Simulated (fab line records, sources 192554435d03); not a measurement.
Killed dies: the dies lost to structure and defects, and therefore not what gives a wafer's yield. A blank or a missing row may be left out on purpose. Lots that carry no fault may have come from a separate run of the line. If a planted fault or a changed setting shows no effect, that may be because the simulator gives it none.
Struck lot and sound lot, side by side | flow n5 finfet | 15 steps out of a route of 1938
Sound: these wafers, L537.3, L537.4, L537.6. Struck: wafers L549.2, L549.3 (left out: L549.1, a lot-mate that was not struck); the cause follows at the end.
Each step with rows lists, per side, the tool, then ch with its chambers, then its first start. Under that, the readings that differ: sound wafers | struck wafers | difference of the means | sigmas: that difference in standard deviations of wafers without a fault.
alike: same words and numbers on both sides, and readings whose means sit less than 2 such deviations apart. not compared: any withheld reading, any reading some wafer has no value for, any bound like >300 that may hide the same value, and any number with overlapping values for which the record gives no deviation.
A row with sigmas, a row that says differs or no value, or rows on one side alone: a step with any of these is where the two part. When numbers do not overlap yet have no deviation, they are printed without sigmas and do not part them. A reading missing from all wafers of one side parts the sides only when that side holds two or more wafers.

first, 1 step without rows for these wafers: N5_BEOL_M14_HARDBAKE_32 (time 120 s).
N5_BEOL_M14_CD_MEAS_28 targets a cd of 284.4 nm.
  sound on cd sem-02 ch 0, day 11 05:35; struck on cd sem-03 ch 0, day 14 15:16
  alike: cd nm
N5_BEOL_M14_OVL_MEAS_29:
  sound on overlay-01 ch 0, day 11 05:37; struck on overlay-02 ch 0, day 14 15:18
  alike: M14_OVL
N5_BEOL_M14_INSPECT_30: inspects for defects (macro).
  sound on defect inspect-02 at day 11 05:38; struck on defect inspect-02 at day 14 15:19
  alike: raw defect count
N5_BEOL_M14_DESCUM_33: chemistry O2, time 7.9 s.
  sound on rie diel-03 ch 0,1,2, day 11 05:53; struck on rie diel-03 ch 1,3, day 14 15:22
  alike: drypump motor current A, oes product au, rf vpp V, showerhead plenum p Torr, throttle valve pct
  not compared: rf hours counter h
N5_BEOL_M14_ETCH_67: etches SiARC in CF4, target depth 143 nm, time 238.3 s.
  sound on rie diel-03 ch 0,1,2, day 11 05:55; struck on rie diel-03 ch 1,3, day 14 15:23
  alike: bias w, drypump motor current A, etch rf on time s, oes product au, rf vpp V, showerhead plenum p Torr, throttle valve pct
  not compared: rf hours counter h
N5_BEOL_M14_ETCH_68: etches SOC in N2/H2, time 450 s.
  sound on rie diel-03 ch 0,1,2, day 11 06:04; struck on rie diel-03 ch 1,3, day 14 15:32
  alike: bias w, drypump motor current A, n2 flow sccm, oes product au, rf vpp V, showerhead plenum p Torr, throttle valve pct
  not compared: rf hours counter h
then, 1 step without rows for these wafers: N5_BEOL_M14_STRIP_69 (strips in N2/H2).
N5_BEOL_M14_TRENCH_ETCH_34: etches SiO2 in C4F8/O2/Ar, target depth 556.65 nm, time 126.9 s.
  sound on rie diel-03 ch 0,1,2, day 11 06:20; struck on rie diel-03 ch 1,3, day 14 15:49
  alike: bias w, drypump motor current A, oes product au, rf vpp V, showerhead plenum p Torr, throttle valve pct
  not compared: rf hours counter h
then, 1 step without rows for these wafers: N5_BEOL_M14_STRIP_70 (strips in C4F8/O2/Ar).
N5_BEOL_M14_OCD_MEAS_35:
  sound on ocd-02 at day 11 06:30; struck on ocd-01 at day 14 15:58
  alike: trench depth nm
N5_BEOL_M14_STRIP_37: strips in O2.
  sound on rie diel-01 ch 0,1,2, day 11 09:31; struck on rie diel-05 ch 2,3, day 14 17:45
  alike: drypump motor current A, oes product au, rf vpp V, showerhead plenum p Torr, throttle valve pct
  not compared: rf hours counter h
N5_BEOL_M14_ETCH_38: etches SiCN in CF4/N2, target depth 106.5 nm, time 120.6 s.
  sound on rie diel-01 ch 0,1,2, day 11 09:34; struck on rie diel-05 ch 2,3, day 14 17:47
  reading                  | sound             | struck      | difference | sigmas
  model.etch.depth nm (nm) | 93.53 95.93 98.47 | 73.71 70.11 | -24.07     |
  alike: bias w, drypump motor current A, n2 flow sccm, oes product au, rf vpp V, showerhead plenum p Torr, throttle valve pct
  not compared: rf hours counter h
then, 1 step without rows for these wafers: N5_BEOL_M14_PRECLEAN_39 (cleans in residue remover, time 60 s).
N5_PASSIVATION_PROBE_49:
  sound on prober-02 at day 12 07:02; struck on prober-02 at day 15 15:27
  alike: defect limited yield, killed_at_M0_to_M3, killed_at_M4_up, killed at contacts, killed at front end, killed at other, killed dies, killed open, killed short, sort_bin_5_function, sort_bin_6_memory, sort_bin_8_speed, sort n pass, sort yield pct

== WHERE THEY PART ==
Nowhere in this record.

WHY: the cause the simulator had injected
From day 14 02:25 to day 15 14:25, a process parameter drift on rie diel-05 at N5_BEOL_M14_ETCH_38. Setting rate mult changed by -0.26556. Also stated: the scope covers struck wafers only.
